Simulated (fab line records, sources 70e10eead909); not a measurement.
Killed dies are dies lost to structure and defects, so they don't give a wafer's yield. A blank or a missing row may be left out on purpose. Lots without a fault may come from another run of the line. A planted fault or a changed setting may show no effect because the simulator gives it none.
Chamber matching | flow nand_harc | NHARC_P_BONDPAD_DEP_00 on pecvd-02: 3 sister chambers
The step deposits SiCN, target thk 250 nm. 3 wafers are shown with their chamber, then 8 later ones without.

WAFERS WITH THEIR CHAMBER
wafer  | chamber | heater_power_w (W)
L080.4 | 2       | 396
L088.3 | 0       | 514
L093.1 | 1       | 489

WAFERS WITHOUT THEIR CHAMBER
wafer  | heater_power_w (W)
L093.2 | 495
L093.4 | 433
L095.2 | 482
L095.4 | 481
L095.5 | 488
L097.2 | 559
L097.4 | 482
L097.6 | 368

WHICH CHAMBER EACH WENT THROUGH
wafer  | from the rows above          | in truth
L093.2 | can't be placed: 1 or 0      | 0
L093.4 | can't be placed: 2 or 1 or 0 | 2
L095.2 | can't be placed: 1 or 0      | 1
L095.4 | can't be placed: 1 or 0      | 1
L095.5 | can't be placed: 1 or 0      | 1
L097.2 | can't be placed: 0 or 1      | 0
L097.4 | can't be placed: 1 or 0      | 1
L097.6 | 2                            | 2
Placed correctly: 1 of 8. Can't be placed from these rows: 7 (the true chamber is among the candidates in 7). Placed wrongly: 0.
How it was worked out, from the rows above alone: a wafer's distance from a chamber is the root of the sum, over the readings, of the square of ((its reading less the chamber's mean) divided by the reading's scatter). The wafer belongs to the nearest chamber; if the next one is less than 2 further off, it can't be placed. A chamber's mean is the mean of its shown wafers. The scatter: with one shown wafer a chamber, the root of the mean of the squares of how far each hidden wafer lies from its nearest shown one.
